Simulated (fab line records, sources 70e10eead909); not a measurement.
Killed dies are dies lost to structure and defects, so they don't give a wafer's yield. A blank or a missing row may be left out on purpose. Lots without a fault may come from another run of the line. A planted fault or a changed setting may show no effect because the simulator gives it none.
Which tool did it? | flow nand_harc | 11 lots, 33 wafers sampled, at 5 steps of a route of 1302

WHAT THE GAUGES READ, wafer by wafer
NHARC_END_SORT_01. Usual: killed_at_array 53, standard deviation 18; killed_at_other 1.0, standard deviation 1.2; killed_at_periphery 3.6, standard deviation 2.4; killed_dies 58, standard deviation 18; killed_open 3.4, standard deviation 1.8; killed_short 2.3, standard deviation 1.5.
lot  | measured     | on        | killed_at_array | killed_at_other | killed_at_periphery | killed_dies | killed_open | killed_short | flag
L132 | day 24 20:22 | prober-02 | 23 26 20        | 0 1 0           | 3 5 6               | 26 32 26    | 2 8 1       | 2 1 2        |
L133 | day 24 19:35 | prober-01 | 76 76 88        | 0 1 1           | 5 8 7               | 81 85 96    | 4 3 7       | 4 2 1        |
L137 | day 26 19:24 | prober-02 | 34 43 38        | 3 3 2           | 1 2 5               | 38 48 45    | 2 3 4       | 1 5 4        |
L136 | day 27 06:40 | prober-01 | 59 54 63        | 4 0 1           | 1 0 5               | 64 54 69    | 1 4 1       | 3 0 3        |
L139 | day 27 09:52 | prober-02 | 41 48 39        | 1 0 0           | 4 5 5               | 46 53 44    | 3 5 2       | 2 2 3        |
L143 | day 29 03:59 | prober-02 | 68 61 68        | 0 0 0           | 1 2 3               | 69 63 71    | 3 4 6       | 1 2 2        |
L147 | day 30 21:44 | prober-02 | 73 52 75        | 0 0 1           | 13 10 9             | 86 62 85    | 2 3 3       | 2 4 8        |
L148 | day 31 12:55 | prober-01 | 41 36 40        | 2 2 1           | 1 4 3               | 44 42 44    | 3 4 5       | 0 2 4        |
L151 | day 32 21:18 | prober-01 | 44 53 50        | 0 0 0           | 1 3 3               | 45 56 53    | 2 4 3       | 2 2 1        |
L154 | day 33 03:28 | prober-01 | 57 42 33        | 0 0 0           | 3 4 3               | 60 46 36    | 2 3 4       | 3 5 0        |
L153 | day 33 10:32 | prober-02 | 68 34 54        | 4 2 2           | 4 6 2               | 76 42 58    | 5 2 4       | 4 1 3        |

WHICH TOOL RAN EACH LOT (tool, then ch and the chambers of the sampled wafers, then the start)
lot  | NHARC_A_SLIT_ETCH_29               | NHARC_A_WL_FILL_STRIP_27             | NHARC_A_WL_FILL_ETCHBACK_17       | NHARC_A_WL_FILL_ETCHBACK_26
L132 | rie_diel-10 ch 1,3, day 20 07:26   | plasma_asher-01 ch 0,1, day 20 16:52 | rie_metal-03 ch 0,1, day 21 05:33 | rie_si-03 ch 1,2,3, day 21 10:46
L133 | rie_diel-10 ch 1,3, day 20 07:58   | plasma_asher-02 ch 0,1, day 20 16:43 | rie_metal-02 ch 0,1, day 21 05:31 | rie_si-01 ch 0,2,3, day 21 10:46
L137 | rie_diel-10 ch 0,1,3, day 22 04:50 | plasma_asher-02 ch 0,1, day 22 13:42 | rie_metal-01 ch 0,1, day 22 23:55 | rie_si-05 ch 0,2, day 23 05:10
L136 | rie_diel-10 ch 1,2, day 22 19:17   | plasma_asher-01 ch 0,1, day 23 04:31 | rie_metal-01 ch 0,1, day 23 14:41 | rie_si-03 ch 1,2,3, day 23 19:55
L139 | rie_diel-10 ch 0,2,3, day 23 02:10 | plasma_asher-02 ch 0,1, day 23 10:57 | rie_metal-01 ch 0,1, day 23 21:09 | rie_si-05 ch 1,3, day 24 02:22
L143 | rie_diel-10 ch 1,2,3, day 24 19:14 | plasma_asher-02 ch 0,1, day 25 04:09 | rie_metal-03 ch 0,1, day 25 13:50 | rie_si-05 ch 0,2,3, day 25 18:58
L147 | rie_diel-10 ch 0,1,2, day 26 14:11 | plasma_asher-02 ch 0,1, day 26 23:02 | rie_metal-03 ch 1, day 27 07:52   | rie_si-01 ch 1,2,3, day 27 13:02
L148 | rie_diel-01 ch 0,2,3, day 27 04:03 | plasma_asher-02 ch 0,1, day 27 11:56 | rie_metal-03 ch 0,1, day 27 22:48 | rie_si-01 ch 1,2,3, day 28 04:04
L151 | rie_diel-10 ch 0,2, day 28 00:26   | plasma_asher-01 ch 0,1, day 28 09:26 | rie_metal-02 ch 0,1, day 28 23:01 | rie_si-01 ch 1,2,3, day 29 04:08
L154 | rie_diel-03 ch 1,2, day 28 10:44   | plasma_asher-02 ch 0,1, day 28 19:46 | rie_metal-01 ch 0,1, day 29 08:23 | rie_si-05 ch 2,3, day 29 13:30
L153 | rie_diel-01 ch 0,1, day 28 15:37   | plasma_asher-02 ch 0,1, day 29 01:02 | rie_metal-02 ch 0,1, day 29 11:23 | rie_si-01 ch 1,2,3, day 29 16:37
- NHARC_A_SLIT_ETCH_29: etches the open film in CF4/O2, target depth 100 nm, overetch 10 nm, time 55 s.
- NHARC_A_WL_FILL_STRIP_27: strips in N2/H2, time 20 s.
- NHARC_A_WL_FILL_ETCHBACK_17: etches the open film in Cl2/BCl3, target depth 4 nm, time 26.7 s.
- NHARC_A_WL_FILL_ETCHBACK_26: etches the open film in HBr, target depth 52 nm, time 13.3 s.

WHAT THE TOOLS THEMSELVES READ (means of the sampled wafers that have a number; where no wafer has one, the mark that the record gives instead)
NHARC_A_SLIT_ETCH_29. Usual: bias_w 100.0 W, standard deviation 0.31; drypump_motor_current_A 5.6 A, standard deviation 0.37; oes_o_777_au 1.001 a.u., standard deviation 0.0047; oes_product_au 1.002 a.u., standard deviation 0.0096; rf_vpp_V 197.8 V, standard deviation 1.3; showerhead_plenum_p_Torr 1.34 Torr, standard deviation 0.048; throttle_valve_pct 13.398 %, standard deviation 0.0091.
lot  | tool        | bias_w (W) | drypump_motor_current_A (A) | oes_o_777_au (a.u.) | oes_product_au (a.u.) | rf_vpp_V (V) | showerhead_plenum_p_Torr (Torr) | throttle_valve_pct (%) | flag
L132 | rie_diel-10 | 100.0      | 5.6                         | 0.999               | 0.999                 | 196.6        | 1.31                            | 13.395                 |
L133 | rie_diel-10 | 100.4      | 5.5                         | 0.999               | 0.990                 | 198.2        | 1.32                            | 13.394                 |
L137 | rie_diel-10 | 100.0      | 5.7                         | 1.006               | 0.997                 | 197.6        | 1.35                            | 13.401                 |
L136 | rie_diel-10 | 99.8       | 5.7                         | 1.000               | 1.007                 | 198.0        | 1.34                            | 13.401                 |
L139 | rie_diel-10 | 100.2      | 5.8                         | 0.999               | 1.009                 | 197.7        | 1.36                            | 13.404                 |
L143 | rie_diel-10 | 100.0      | 5.6                         | 1.002               | 1.006                 | 198.6        | 1.33                            | 13.401                 |
L147 | rie_diel-10 | 100.1      | 5.8                         | 0.997               | 1.008                 | 197.5        | 1.37                            | 13.403                 |
L148 | rie_diel-01 | 100.0      | 5.3                         | 1.005               | 0.991                 | 197.1        | 1.29                            | 13.407                 |
L151 | rie_diel-10 | 99.9       | 5.9                         | 0.997               | 1.006                 | 199.1        | 1.38                            | 13.401                 |
L154 | rie_diel-03 | 100.3      | 5.7                         | 1.002               | 1.016                 | 198.5        | 1.37                            | 13.391                 |
L153 | rie_diel-01 | 99.9       | 5.1                         | 1.000               | 1.004                 | 196.7        | 1.32                            | 13.391                 |

NHARC_A_WL_FILL_STRIP_27. Usual: drypump_motor_current_A 6.0 A, standard deviation 0.39; heater_power_w 311 W, standard deviation 22; temp_c 249.98 C, standard deviation 0.17.
lot  | tool            | drypump_motor_current_A (A) | heater_power_w (W) | temp_c (C) | flag
L132 | plasma_asher-01 | 5.9                         | 319                | 250.05     |
L133 | plasma_asher-02 | 5.8                         | 323                | 250.03     |
L137 | plasma_asher-02 | 6.0                         | 312                | 249.82     |
L136 | plasma_asher-01 | 5.9                         | 301                | 250.00     |
L139 | plasma_asher-02 | 6.0                         | 310                | 249.96     |
L143 | plasma_asher-02 | 6.0                         | 306                | 249.76     |
L147 | plasma_asher-02 | 5.8                         | 306                | 250.05     |
L148 | plasma_asher-02 | 5.8                         | 303                | 249.81     |
L151 | plasma_asher-01 | 5.9                         | 300                | 249.93     |
L154 | plasma_asher-02 | 5.7                         | 309                | 250.17     |
L153 | plasma_asher-02 | 5.8                         | 311                | 249.98     |

NHARC_A_WL_FILL_ETCHBACK_17. Usual: drypump_motor_current_A 5.45 A, standard deviation 0.17; oes_product_au 0.998 a.u., standard deviation 0.008; run_length_s 48.2 s, standard deviation 0.33.
lot  | tool         | drypump_motor_current_A (A) | oes_product_au (a.u.) | run_length_s (s) | flag
L132 | rie_metal-03 | 5.32                        | 1.011                 | 48.3             |
L133 | rie_metal-02 | 5.33                        | 0.991                 | 48.2             |
L137 | rie_metal-01 | 5.56                        | 1.000                 | 48.2             |
L136 | rie_metal-01 | 5.62                        | 0.990                 | 48.1             |
L139 | rie_metal-01 | 5.58                        | 0.993                 | 48.6             |
L143 | rie_metal-03 | 5.32                        | 1.007                 | 48.2             |
L147 | rie_metal-03 | 5.32                        | 1.008                 | 35.2             | OFF
L148 | rie_metal-03 | 5.31                        | 0.999                 | 35.4             | OFF
L151 | rie_metal-02 | 5.44                        | 0.993                 | 48.1             |
L154 | rie_metal-01 | 5.58                        | 1.004                 | 48.3             |
L153 | rie_metal-02 | 5.33                        | 1.002                 | 48.1             |

NHARC_A_WL_FILL_ETCHBACK_26. Usual: bias_w 60.02 W, standard deviation 0.18; drypump_motor_current_A 5.6 A, standard deviation 0.56; oes_product_au 1.001 a.u., standard deviation 0.01; run_length_s 34.3 s, standard deviation 0.38; throttle_valve_pct 23.267 %, standard deviation 0.0096.
lot  | tool      | bias_w (W) | drypump_motor_current_A (A) | oes_product_au (a.u.) | run_length_s (s) | throttle_valve_pct (%) | flag
L132 | rie_si-03 | 60.07      | 5.1                         | 0.990                 | 34.7             | 23.273                 |
L133 | rie_si-01 | 60.01      | 5.7                         | 0.995                 | 34.2             | 23.275                 |
L137 | rie_si-05 | 59.95      | 6.0                         | 0.998                 | 34.6             | 23.270                 |
L136 | rie_si-03 | 60.04      | 5.1                         | 0.997                 | 34.9             | 23.257                 |
L139 | rie_si-05 | 60.11      | 5.7                         | 1.010                 | 34.2             | 23.256                 |
L143 | rie_si-05 | 59.78      | 6.0                         | 1.002                 | 34.2             | 23.267                 |
L147 | rie_si-01 | 60.00      | 5.2                         | 0.997                 | 34.1             | 23.255                 |
L148 | rie_si-01 | 60.08      | 5.2                         | 0.997                 | 34.3             | 23.265                 |
L151 | rie_si-01 | 60.22      | 5.2                         | 1.001                 | 34.1             | 23.265                 |
L154 | rie_si-05 | 59.92      | 5.9                         | 1.015                 | 34.2             | 23.258                 |
L153 | rie_si-01 | 60.02      | 5.2                         | 1.001                 | 34.0             | 23.273                 |

THE ANSWER, worked out from the rows above alone
Rule: a lot is off if the mean of its wafers that have a number lies more than 3 standard deviations from the usual mean. A lot without any number at a reading at which 4 lots or more have one is off too. The other lots that the step has rows for count as sound. The gauges are gone through in route order, then the tools' own readings, and for those a lot's mean is taken as printed above. The first step at which some lot is off is used, and at that step the reading that is off furthest; a lot without a number counts as furthest.
Off: L147, L148, at NHARC_A_WL_FILL_ETCHBACK_17 (run_length_s).
A tool fits if, at that step or a process step before it, it ran every lot that is off, and no sound lot after the first of them. One fits: rie_metal-03 at NHARC_A_WL_FILL_ETCHBACK_17. Its last sound lot is L143 (day 25 13:50), its first lot that is off L147 (day 27 07:52): a fault that began between those two fits.
The tool's own readings at NHARC_A_WL_FILL_ETCHBACK_17 bear it out: on the lots that are off they differ by more than 5 times the standard deviation of the sound lots' means. run_length_s reads 35.3 s there against 48.2 s on the sound lots.

WHAT THE SIMULATOR HAD PUT IN
Process parameter drift: rie_metal-03, from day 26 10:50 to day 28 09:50, at NHARC_A_WL_FILL_ETCHBACK_17. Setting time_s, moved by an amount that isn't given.
Lots struck among those shown: L147, L148. The rule above found the same.
